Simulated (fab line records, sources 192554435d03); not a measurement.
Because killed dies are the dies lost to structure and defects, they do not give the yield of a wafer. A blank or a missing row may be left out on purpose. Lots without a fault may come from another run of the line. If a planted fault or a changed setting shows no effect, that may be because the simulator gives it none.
fab line records | flow n5-finfet | part 1 of 2: steps 1 to 4 of 6
[record] lots = 24 wafers = 72 last-day = 20
route steps=1938 shown BEOL_M0@742 BEOL_M1@765
lots that met no fault: taken from a fault-free run of the same line
start-h: the number of hours between the record's first day and the start of the first shown wafer of the lot | wait-h: hours elapsed since this lot's preceding step | " identical to the entry in the row above | L1.1+2: a single row standing in for several wafers | - value missing, or start not given | * or withheld: withheld | < > ~ a bound
route shown NAME@n: a module of which the file shows steps, and the number in the route of the first | usual: average and standard deviation across the fault-free wafers | same: alike in all rows | chamber/n: place in a boat | sites: each site's reading | _std_site: how widely they spread, as a standard deviation | _edge_site: inner sites' mean taken away from outer sites' mean | radius-mm: for every site, how far away it sits from the centre of the wafer | mask NAME#n: copy n | behind: tool/chamber where the wafer was last shaped | hold: cause of the lot's hold/its duration in hours/its outcome | device: which transistor (n, p or np) failed to switch | end of line: the tests these same wafers got at the end of their route | step lacking rows: just its recipe | killed: count of dies lost to structure and defects at first sort (not the wafer's yield) | map: per-die view of a wafer (x killed, . not killed, _ where there is no die)
set.NAME: setting as actually run; set.NAME@STEP: the setting as run at that earlier step | model.NAME: the simulator's own value behind a step, which no gauge read
a sample of lots followed through the steps of the route, with each step as a table and each wafer as a row
services: the hour from which a tool's chamber was out of use, counted from the record's first day as start-h (under 0 if before that day), plus the number of hours and why
[[steps]]
[step N5_BEOL_M0_ANNEAL_119]
[recipe] temp-c = 225 time-s = 90 ambient = N2
[usual] wafer_temp_C_max = 225.94/0.28
[same] time-s = 90
// columns lot.wafer tool chamber start-h wait-h wafer_temp_C_max
L074.3 rtp-anneal-02 0 125.39 0.1 225.62
L074.4 " 0 " " 226.52
L074.5 " 0 " " 226.02
L076.1 rtp-anneal-02 0 155.42 0.1 226.19
L076.4 " 0 " " 225.76
L076.6 " 0 " " 226.02
L078.1 rtp-anneal-02 0 156.13 0.1 226.41
L078.3 " 0 " " 226.43
L078.4 " 0 " " 225.93
L077.1 rtp-anneal-01 0 156.75 0.1 225.63
L077.2 " 0 " " 225.36
L077.5 " 0 " " 226.59
L075.2 rtp-anneal-01 0 157.45 0.1 225.67
L075.4 " 0 " " 225.71
L075.6 " 0 " " 225.86
L079.1 rtp-anneal-02 0 164.47 0.1 226.88
L079.2 " 0 " " 226.47
L079.6 " 0 " " 225.76
L080.1 rtp-anneal-01 0 167.41 0.6 225.80
L080.2 " 0 " " 225.82
L080.5 " 0 " " 225.76
L081.1 rtp-anneal-01 0 171.87 0.1 226.20
L081.3 " 0 " " 225.81
L081.4 " 0 " " 225.91
L082.3 rtp-anneal-01 0 175.11 0.1 225.84
L082.5 " 0 " " 225.87
L082.6 " 0 " " 225.99
L083.1 rtp-anneal-01 0 182.10 0.1 225.43
L083.5 " 0 " " 225.80
L083.6 " 0 " " 226.23
L084.3 rtp-anneal-01 0 194.98 0.1 226.37
L084.5 " 0 " " 226.12
L084.6 " 0 " " 226.21
L085.3 rtp-anneal-01 0 198.91 0.3 226.28
L085.4 " 0 " " 225.91
L085.6 " 0 " " 225.56
L086.2 rtp-anneal-02 0 207.82 1.1 226.04
L086.3 " 0 " " 226.46
L086.6 " 0 " " 226.00
L087.3 rtp-anneal-01 0 208.78 0.7 225.88
L087.4 " 0 " " 225.75
L087.6 " 0 " " 225.79
L088.3 rtp-anneal-02 0 215.69 1.1 225.92
L088.5 " 0 " " 226.15
L088.6 " 0 " " 225.67
L089.2 rtp-anneal-02 0 221.38 0.1 225.91
L089.4 " 0 " " 225.93
L089.5 " 0 " " 225.77
L090.2 rtp-anneal-02 0 225.38 0.1 225.91
L090.4 " 0 " " 226.28
L090.5 " 0 " " 225.98
L091.1 rtp-anneal-02 0 230.96 0.1 226.48
L091.3 " 0 " " 226.01
L091.4 " 0 " " 226.51
L092.2 rtp-anneal-02 0 237.84 0.1 225.69
L092.3 " 0 " " 225.81
L092.4 " 0 " " 226.10
L093.3 rtp-anneal-02 0 246.59 0.2 226.27
L093.5 " 0 " " 225.72
L093.6 " 0 " " 226.08
L095.1 rtp-anneal-02 0 258.73 0.1 225.62
L095.4 " 0 " " 226.37
L095.6 " 0 " " 225.78
L097.1 rtp-anneal-01 0 258.85 0.2 225.43
L097.2 " 0 " " 225.72
L097.6 " 0 " " 225.78
L096.1 rtp-anneal-02 0 260.15 0.1 225.91
L096.3 " 0 " " 226.13
L096.6 " 0 " " 226.08
L094.1 rtp-anneal-01 0 268.49 0.1 226.20
L094.2 " 0 " " 225.97
L094.6 " 0 " " 226.02
[step N5_BEOL_M1_OVL_MEAS_12]
[recipe] points-per-wafer = 522
[usual] M1_OVL = -0.1/0.66
// columns lot.wafer tool chamber start-h wait-h M1_OVL[nm]
L074.3 overlay-01 0 127.29 0.0 0.5
L074.4 " 0 " " 1.0
L074.5 " 0 " " 1.6
L076.1 overlay-01 0 157.23 0.0 -1.4
L076.4 " 0 " " -0.8
L076.6 " 0 " " -0.2
L078.1 overlay-01 0 159.74 0.0 0.3
L078.3 " 0 " " -0.4
L078.4 " 0 " " 0.2
L075.2 overlay-02 0 159.79 0.0 0.0
L075.4 " 0 " " -0.2
L075.6 " 0 " " -0.4
L077.1 overlay-01 0 159.82 0.0 -0.1
L077.2 " 0 " " -0.9
L077.5 " 0 " " -1.2
L079.1 overlay-01 0 166.14 0.0 -1.3
L079.2 " 0 " " 0.3
L079.6 " 0 " " 0.3
L080.1 overlay-01 0 170.42 0.0 0.9
L080.2 " 0 " " 0.5
L080.5 " 0 " " -0.1
L081.1 overlay-02 0 174.60 0.0 -1.2
L081.3 " 0 " " -0.4
L081.4 " 0 " " 0.2
L082.3 overlay-01 0 177.14 0.0 -0.8
L082.5 " 0 " " -0.2
L082.6 " 0 " " -0.7
L083.1 overlay-02 0 183.66 0.0 -0.6
L083.5 " 0 " " 0.6
L083.6 " 0 " " 0.5
L084.3 overlay-02 0 197.27 0.0 -0.2
L084.5 " 0 " " -0.6
L084.6 " 0 " " -0.3
L085.3 overlay-02 0 201.50 0.0 0.2
L085.4 " 0 " " 0.5
L085.6 " 0 " " -1.0
L086.2 overlay-01 0 210.47 0.0 -0.4
L086.3 " 0 " " 0.5
L086.6 " 0 " " -0.5
L087.3 overlay-02 0 210.81 0.0 -1.0
L087.4 " 0 " " -1.5
L087.6 " 0 " " -0.5
L088.3 overlay-01 0 217.58 0.0 -0.3
L088.5 " 0 " " 0.1
L088.6 " 0 " " 0.0
L089.2 overlay-02 0 222.99 0.0 -1.2
L089.4 " 0 " " 0.0
L089.5 " 0 " " 0.8
L090.2 overlay-02 0 228.12 0.0 0.0
L090.4 " 0 " " 0.2
L090.5 " 0 " " -0.2
L091.1 overlay-02 0 234.04 0.0 0.4
L091.3 " 0 " " 0.1
L091.4 " 0 " " -0.4
L092.2 overlay-02 0 241.07 0.0 0.5
L092.3 " 0 " " 0.8
L092.4 " 0 " " -0.7
L093.3 overlay-01 0 249.37 0.0 -1.1
L093.5 " 0 " " -1.0
L093.6 " 0 " " -1.1
L095.1 overlay-02 0 260.89 0.0 0.1
L095.4 " 0 " " -0.4
L095.6 " 0 " " -0.2
L097.1 overlay-01 0 261.05 0.0 0.7
L097.2 " 0 " " -0.7
L097.6 " 0 " " -1.4
L096.1 overlay-02 0 262.47 0.0 -0.1
L096.3 " 0 " " -0.1
L096.6 " 0 " " 0.3
L094.1 overlay-02 0 270.80 0.0 0.6
L094.2 " 0 " " -0.7
L094.6 " 0 " " 0.5
[step N5_BEOL_M1_STRIP_19]
[recipe] chemistry = O2 power-w = 400 temp-c = 40 pressure-mtorr = 30 rf-frequency-hz = 6e+07 bias-power-w = 0 overash-fraction = 0.2 o2-flow-sccm = 225
[usual] drypump-motor-current-A = 5.9/0.55 oes-product-au = 0.79/0.076 rf-vpp-V = 3.7/0.52 showerhead-plenum-p-Torr = 2.11/0.064 throttle-valve-pct = 16.78/0.19
// columns lot.wafer tool chamber start-h wait-h drypump-motor-current-A oes-product-au rf-hours-counter-h rf-vpp-V showerhead-plenum-p-Torr throttle-valve-pct
L074.3 rie-diel-06 0 127.74 0.1 6.4 0.72 206 3.6 2.17 17.01
L074.4 " 1 " " 5.2 0.69 224 4.2 2.16 16.88
L074.5 " 0 " " 6.4 0.71 - 2.8 2.17 17.02
L076.1 rie-diel-06 3 157.77 0.2 5.2 0.85 40 4.8 2.14 16.90
L076.4 " 0 " " 6.5 0.71 211 3.8 2.17 17.01
L076.6 " 0 " " 6.5 0.70 - 3.9 2.17 17.04
L075.2 rie-diel-03 2 160.23 0.1 5.0 0.77 134 3.7 2.19 16.69
L075.4 " 3 " " 5.4 0.91 27 3.9 2.14 16.67
L075.6 " 0 " " 5.6 0.73 - 4.4 2.09 16.93
L077.1 rie-diel-03 1 160.27 0.1 6.1 0.74 147 3.8 2.01 16.33
L077.2 " 0 " " 5.5 0.73 180 3.2 2.09 16.95
L077.5 " 1 " " 6.1 0.74 - 2.9 2.01 16.33
L078.1 rie-diel-03 0 160.31 0.2 5.6 0.74 180 4.2 2.09 16.95
L078.3 " 3 " " 5.4 0.93 27 3.7 2.14 16.67
L078.4 " 1 " " 6.1 0.74 147 4.1 2.01 16.34
L079.1 rie-diel-01 1 166.79 0.2 6.3 0.76 133 4.2 2.12 16.71
L079.2 " 0 " " 6.6 0.81 83 4.2 2.04 16.99
L079.6 " 0 " " 6.6 0.81 - 3.4 2.04 16.98
L080.1 rie-diel-01 1 171.14 0.2 6.3 0.77 134 3.1 2.12 16.71
L080.2 " 0 " " 6.6 0.82 84 3.1 2.04 16.99
L080.5 " 2 " " 6.4 0.93 - 2.9 2.22 16.73
L081.1 rie-diel-06 2 175.43 0.3 6.4 0.79 140 3.9 2.01 16.70
L081.3 " 0 " " 6.5 0.71 217 4.4 2.17 17.05
L081.4 " 3 " " 5.2 0.84 46 3.9 2.14 16.91
L082.3 rie-diel-01 1 177.58 0.1 6.3 0.77 136 3.8 2.11 16.72
L082.5 " 0 " " 6.6 0.81 - 4.5 2.04 16.98
L082.6 " 3 " " 6.0 0.98 - 4.5 2.06 16.67
L083.1 rie-diel-03 3 184.37 0.3 5.3 0.90 35 2.8 2.14 16.67
L083.5 " 0 " " 5.6 0.72 - 4.4 2.09 16.98
L083.6 " 2 " " 5.0 0.76 - 2.4 2.18 16.69
L084.3 rie-diel-03 1 198.27 0.1 6.1 0.75 154 3.4 2.01 16.36
L084.5 " 0 " " 5.5 0.73 - 3.3 2.09 16.94
L084.6 " 1 " " 6.1 0.75 - 2.6 2.01 16.35
L085.3 rie-diel-03 2 201.97 0.1 5.0 0.75 151 3.2 2.18 16.72
L085.4 " 1 " " 6.1 0.74 156 4.8 2.01 16.35
L085.6 " 0 " " 5.5 0.72 - 3.3 2.09 16.97
L086.2 rie-diel-03 1 211.04 0.1 6.1 0.74 159 4.1 2.01 16.38
L086.3 " 3 " " 5.4 0.87 46 4.1 2.13 16.70
L086.6 " 0 " " 5.5 0.72 - 5.1 2.08 16.96
L087.3 rie-diel-01 0 211.26 0.1 6.6 0.79 99 4.0 2.03 17.02
L087.4 " 1 " " 6.3 0.75 149 3.6 2.11 16.74
L087.6 " 0 " " 6.6 0.79 - 3.8 2.03 17.02
L088.3 rie-diel-03 0 218.12 0.1 5.5 0.72 202 3.2 2.08 16.97
L088.5 " 0 " " 5.5 0.72 - 3.7 2.08 16.97
L088.6 " 3 " " 5.3 0.88 - 2.7 2.13 16.71
L089.2 rie-diel-06 3 223.46 0.1 5.2 0.81 63 4.2 2.14 16.94
L089.4 " 3 " " 5.2 0.81 - 4.4 2.14 16.93
L089.5 " 2 " " 6.4 0.77 - 3.7 2.01 16.73
L090.2 rie-diel-03 2 229.08 0.2 5.0 0.75 160 3.5 2.18 16.73
L090.4 " 0 " " 5.5 0.71 206 3.0 2.08 17.00
L090.5 " 1 " " 6.1 0.73 - 3.6 2.01 16.37
L091.1 rie-diel-03 2 234.49 0.1 5.0 0.75 162 3.5 2.18 16.73
L091.3 " 3 " " 5.4 0.87 55 4.7 2.13 16.70
L091.4 " 0 " " 5.6 0.71 - 3.5 2.08 16.98
L092.2 rie-diel-01 0 242.00 0.1 6.6 0.78 110 3.8 2.03 17.04
L092.3 " 3 " " 6.0 0.91 23 2.9 2.05 16.72
L092.4 " 1 " " 6.3 0.75 161 3.7 2.11 16.76
L093.3 rie-diel-01 0 249.81 0.1 6.6 0.79 112 3.4 2.03 17.04
L093.5 " 0 " " 6.7 0.78 - 2.8 2.03 17.06
L093.6 " 1 " " 6.3 0.74 - 4.1 2.11 16.77
L095.1 rie-diel-01 3 261.38 0.1 6.0 0.90 30 3.4 2.05 16.73
L095.4 " 1 " " 6.3 0.74 167 3.6 2.10 16.75
L095.6 " 3 " " 6.0 0.90 - 4.1 2.05 16.74
L097.1 rie-diel-06 1 261.51 0.1 5.2 0.97 5 4.2 2.15 16.47
L097.2 " 0 " " 6.4 0.69 244 2.8 2.16 17.10
L097.6 " 3 " " 5.2 0.79 - 4.1 2.13 16.95
L096.1 rie-diel-01 0 262.92 0.1 6.6 0.78 117 3.7 2.03 17.05
L096.3 " 2 " " 6.4 0.87 41 3.3 2.21 16.78
L096.6 " 2 " " 6.4 0.87 - 3.4 2.21 16.77
L094.1 rie-diel-03 0 271.25 0.1 5.6 0.70 221 3.6 2.08 17.02
L094.2 " 1 " " 6.1 0.72 177 3.7 2.00 16.39
L094.6 " 2 " " 5.0 0.74 - 3.6 2.17 16.76
[step N5_BEOL_M1_ETCH_69]
[recipe] chemistry = CF4 target = SiARC target-depth-a = 156 mask-material = CAR-EUV time-s = 26 ion-energy-ev = 80 pressure-mtorr = 40 source-w = 545 bias-w = 36 Ar_flow_sccm = 100 cf4-flow-sccm = 100 ends = cleared
[usual] cf4-flow-sccm = 100.02/0.27 drypump-motor-current-A = 6.0/0.53 etch-rf-on-time-s = 25.9/0.47 oes-product-au = 0.69/0.07 rf-vpp-V = 184.2/1.3 showerhead-plenum-p-Torr = 2.15/0.072 throttle-valve-pct = 15.70/0.18
// columns lot.wafer tool chamber start-h wait-h cf4-flow-sccm drypump-motor-current-A etch-rf-on-time-s oes-product-au rf-hours-counter-h rf-vpp-V showerhead-plenum-p-Torr throttle-valve-pct
L074.3 rie-diel-06 1 128.32 0.0 100.24 5.2 26.6 0.59 224 185.7 2.19 15.77
L074.4 " 2 " " 99.29 6.4 25.8 0.68 129 182.5 2.07 15.63
L074.5 " 0 " " 99.89 6.4 26.0 0.61 - 185.9 2.21 15.96
L076.1 rie-diel-01 0 158.33 0.0 99.99 6.6 26.7 0.69 79 183.9 2.08 15.87
L076.4 " 0 " " 100.61 6.6 26.6 0.69 - 182.5 2.08 15.87
L076.6 " 2 " " 100.04 6.4 25.5 0.80 - 185.5 2.28 15.72
L075.2 rie-diel-01 2 160.80 0.0 99.70 6.4 25.4 0.80 7 186.0 2.28 15.73
L075.4 " 0 " " 100.19 6.6 26.6 0.69 - 183.5 2.08 15.88
L075.6 " 1 " " 100.29 6.3 26.2 0.67 - 183.9 2.15 15.57
L077.1 rie-diel-03 1 160.85 0.0 99.83 6.1 25.8 0.64 147 183.4 2.06 15.27
L077.2 " 0 " " 100.28 5.6 26.4 0.62 180 183.6 2.13 15.86
L077.5 " 3 " " 100.21 5.4 26.0 0.77 - 184.2 2.18 15.55
L078.1 rie-diel-01 2 160.91 0.0 99.81 6.4 25.1 0.80 7 184.8 2.28 15.72
L078.3 " 0 " " 99.84 6.6 26.1 0.70 80 183.9 2.08 15.87
L078.4 " 2 " " 99.57 6.4 25.0 0.81 - 185.1 2.28 15.72
L079.1 rie-diel-01 1 167.36 0.0 99.93 6.2 25.9 0.66 133 185.4 2.15 15.59
L079.2 " 2 " " 100.08 6.4 25.1 0.80 11 185.6 2.28 15.73
L079.6 " 0 " " 100.43 6.6 26.3 0.69 - 182.9 2.08 15.89
L080.1 rie-diel-03 1 171.70 0.0 99.55 6.2 25.3 0.64 151 183.6 2.05 15.26
L080.2 " 0 " " 100.44 5.5 26.2 0.62 184 182.6 2.13 15.89
L080.5 " 1 " " 99.71 6.1 25.5 0.65 - 183.8 2.05 15.26
L081.1 rie-diel-03 0 176.00 0.0 99.95 5.6 26.3 0.62 187 184.6 2.13 15.87
L081.3 " 3 " " 99.62 5.4 26.0 0.77 32 185.2 2.18 15.55
L081.4 " 2 " " 100.16 5.0 26.4 0.65 - 186.0 2.23 15.67
L082.3 rie-diel-01 3 178.14 0.0 99.95 6.0 25.2 0.85 2 183.9 2.10 15.55
L082.5 " 2 " " 100.69 6.4 24.9 0.80 - 183.7 2.28 15.74
L082.6 " 1 " " 99.97 6.3 25.8 0.66 - 183.9 2.15 15.60
L083.1 rie-diel-06 1 184.94 0.0 100.25 5.2 26.3 0.58 238 184.7 2.19 15.78
L083.5 " 0 " " 100.09 6.4 25.8 0.60 - 186.2 2.21 15.99
L083.6 " 1 " " 100.11 5.2 26.3 0.59 - 183.8 2.19 15.80
L084.3 rie-diel-03 1 198.86 0.0 99.84 6.1 25.4 0.65 155 184.5 2.05 15.28
L084.5 " 0 " " 100.12 5.6 26.1 0.62 - 184.0 2.13 15.88
L084.6 " 1 " " 99.80 6.1 25.4 0.64 - 183.2 2.05 15.28
L085.3 rie-diel-01 3 202.66 0.0 100.49 6.0 25.7 0.81 10 183.3 2.10 15.58
L085.4 " 0 " " 100.20 6.6 26.5 0.68 96 183.2 2.08 15.90
L085.6 " 0 " " 100.03 6.6 26.6 0.67 - 184.6 2.08 15.89
L086.2 rie-diel-06 3 211.85 0.0 100.13 5.2 26.2 0.70 58 186.4 2.17 15.77
L086.3 " 2 " " 99.92 6.4 26.3 0.65 153 182.7 2.06 15.69
L086.6 " 3 " " 100.13 5.2 26.2 0.70 - 185.1 2.17 15.78
L087.3 rie-diel-03 2 211.98 0.0 100.15 5.0 26.7 0.64 154 185.4 2.23 15.70
L087.4 " 0 " " 99.98 5.5 26.4 0.61 201 183.7 2.13 15.89
L087.6 " 3 " " 100.46 5.4 26.2 0.75 - 184.3 2.17 15.59
L088.3 rie-diel-01 3 218.68 0.0 100.26 6.0 25.4 0.80 16 182.7 2.10 15.60
L088.5 " 3 " " 99.47 6.0 25.3 0.80 - 181.1 2.10 15.58
L088.6 " 2 " " 100.07 6.4 25.2 0.76 - 186.6 2.27 15.75
L089.2 rie-diel-01 2 224.21 0.0 99.98 6.4 25.1 0.77 32 186.0 2.27 15.76
L089.4 " 0 " " 100.35 6.7 26.3 0.67 104 182.9 2.07 15.92
L089.5 " 1 " " 99.41 6.3 26.3 0.64 - 183.3 2.14 15.64
L090.2 rie-diel-01 0 229.77 0.0 99.88 6.6 26.2 0.67 106 182.5 2.07 15.92
L090.4 " 3 " " 100.19 6.0 25.1 0.80 20 182.8 2.10 15.60
L090.5 " 2 " " 99.74 6.4 25.1 0.76 - 185.9 2.27 15.76
L091.1 rie-diel-01 3 235.30 0.0 100.33 6.0 25.4 0.79 22 183.3 2.10 15.60
L091.3 " 0 " " 99.52 6.6 26.5 0.66 108 183.2 2.07 15.93
L091.4 " 2 " " 100.01 6.4 25.4 0.76 36 185.4 2.27 15.79
L092.2 rie-diel-01 2 242.57 0.0 100.22 6.4 25.3 0.75 38 184.9 2.27 15.78
L092.3 " 0 " " 99.81 6.7 26.5 0.66 110 183.7 2.07 15.92
L092.4 " 1 " " 100.16 6.3 26.1 0.64 161 183.9 2.14 15.64
L093.3 rie-diel-06 3 250.44 0.0 100.20 5.2 26.0 0.68 74 184.2 2.16 15.80
L093.5 " 3 " " 100.43 5.2 26.0 0.68 - 185.1 2.16 15.80
L093.6 " 2 " " 100.32 6.4 26.0 0.65 - 180.8 2.06 15.72
L095.1 rie-diel-03 2 261.95 0.0 100.01 5.0 26.3 0.63 171 187.2 2.22 15.73
L095.4 " 0 " " 99.92 5.5 26.1 0.59 218 182.9 2.12 15.92
L095.6 " 1 " " 99.88 6.1 25.5 0.62 - 184.0 2.05 15.32
L097.1 rie-diel-03 0 262.20 0.0 99.83 5.5 25.8 0.61 218 184.1 2.12 15.94
L097.2 " 3 " " 100.25 5.4 25.7 0.73 64 185.1 2.17 15.63
L097.6 " 1 " " 100.13 6.1 25.1 0.63 - 184.0 2.05 15.32
L096.1 rie-diel-03 3 263.48 0.0 99.98 5.3 25.8 0.73 64 184.8 2.17 15.64
L096.3 " 2 " " 100.12 5.0 26.3 0.63 171 184.0 2.22 15.74
L096.6 " 0 " " 99.66 5.6 25.9 0.60 - 182.2 2.12 15.94
L094.1 rie-diel-01 0 271.94 0.0 100.09 6.6 26.5 0.66 120 184.9 2.07 15.95
L094.2 " 3 " " 100.11 6.0 25.6 0.77 34 184.1 2.09 15.62
L094.6 " 1 " " 100.00 6.3 26.2 0.63 - 184.7 2.14 15.67
